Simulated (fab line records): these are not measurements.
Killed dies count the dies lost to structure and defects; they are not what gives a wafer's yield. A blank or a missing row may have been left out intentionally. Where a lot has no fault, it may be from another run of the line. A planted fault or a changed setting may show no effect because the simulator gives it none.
Which tool did it? || flow n5_finfet || 33 wafers from 11 lots sampled at 2 of the route's 1938 steps

WHAT THE GAUGES SHOWED, per wafer
N5_BEOL_M13_OVL_MEAS_11. Usual: V12_OVL typically reads -6 nm, with standard deviation 5.7.
{"lot": "L182", "measured": "day 11 05:38", "on": "overlay-01", "V12_OVL (nm)": "0 4 1", "flag": ""}
{"lot": "L184", "measured": "day 11 11:26", "on": "overlay-01", "V12_OVL (nm)": "-4 -10 -2", "flag": ""}
{"lot": "L185", "measured": "day 11 19:37", "on": "overlay-02", "V12_OVL (nm)": "-5 -11 0", "flag": ""}
{"lot": "L187", "measured": "day 12 11:31", "on": "overlay-01", "V12_OVL (nm)": "-4 -11 1", "flag": ""}
{"lot": "L188", "measured": "day 13 02:51", "on": "overlay-01", "V12_OVL (nm)": "1 -12 -1", "flag": ""}
{"lot": "L193", "measured": "day 13 21:58", "on": "overlay-02", "V12_OVL (nm)": "6 -6 -6", "flag": ""}
{"lot": "L194", "measured": "day 14 08:16", "on": "overlay-02", "V12_OVL (nm)": "-21 -14 -7", "flag": ""}
{"lot": "L195", "measured": "day 14 14:51", "on": "overlay-02", "V12_OVL (nm)": "0 -11 -6", "flag": ""}
{"lot": "L201", "measured": "day 17 04:51", "on": "overlay-02", "V12_OVL (nm)": "-6 -5 -12", "flag": ""}
{"lot": "L204", "measured": "day 17 10:31", "on": "overlay-02", "V12_OVL (nm)": "1 -8 -3", "flag": ""}
{"lot": "L205", "measured": "day 18 01:08", "on": "overlay-02", "V12_OVL (nm)": "-15 -15 -5", "flag": ""}

N5_BEOL_M13_INSPECT_12: inspects for defects (macro). Usual: 2.1 for raw_defect_count, sd 1.4.
{"lot": "L182", "measured": "day 11 05:40", "on": "defect_inspect-01", "raw_defect_count": "4 2 3", "flag": ""}
{"lot": "L184", "measured": "day 11 11:28", "on": "defect_inspect-02", "raw_defect_count": "0 1 1", "flag": ""}
{"lot": "L185", "measured": "day 11 19:38", "on": "defect_inspect-02", "raw_defect_count": "2 3 3", "flag": ""}
{"lot": "L187", "measured": "day 12 11:32", "on": "defect_inspect-02", "raw_defect_count": "0 1 5", "flag": ""}
{"lot": "L188", "measured": "day 13 02:52", "on": "defect_inspect-01", "raw_defect_count": "2 1 0", "flag": ""}
{"lot": "L193", "measured": "day 13 22:00", "on": "defect_inspect-01", "raw_defect_count": "0 1 0", "flag": ""}
{"lot": "L194", "measured": "day 14 08:17", "on": "defect_inspect-01", "raw_defect_count": "4 2 2", "flag": ""}
{"lot": "L195", "measured": "day 14 14:53", "on": "defect_inspect-02", "raw_defect_count": "1 1 4", "flag": ""}
{"lot": "L201", "measured": "day 17 04:53", "on": "defect_inspect-01", "raw_defect_count": "3 2 1", "flag": ""}
{"lot": "L204", "measured": "day 17 10:32", "on": "defect_inspect-01", "raw_defect_count": "1 2 4", "flag": ""}
{"lot": "L205", "measured": "day 18 01:10", "on": "defect_inspect-02", "raw_defect_count": "3 2 3", "flag": ""}

WHAT TOOL EACH LOT RAN ON (gives the tool, then ch and the chambers of the sampled wafers, and finally the start)
Record: no process step prior to these readings.

AS READ BY THE TOOLS THEMSELVES (means over the sampled wafers that have a number; for cases with no such wafer, the mark the record gives instead)
The record holds no such reading with a usual standard deviation.

THE ANSWER, worked out from the rows above alone
Rule: take the mean of a lot's wafers that have a number; if it is more than 3 standard deviations from the usual mean, the lot is off. Also off: a lot with no number at a reading for which 4 or more lots have one. Any other lot the step has rows for is counted as sound. First the gauges in route order, then the tools' own readings, where a lot's mean is used as printed above. The first step at which some lot is off is used, and at that step the reading that is off furthest; a lot without a number counts as furthest.
Across all readings shown, no lot is off: no conclusion can be drawn from this.

WHAT THE SIMULATOR PUT IN
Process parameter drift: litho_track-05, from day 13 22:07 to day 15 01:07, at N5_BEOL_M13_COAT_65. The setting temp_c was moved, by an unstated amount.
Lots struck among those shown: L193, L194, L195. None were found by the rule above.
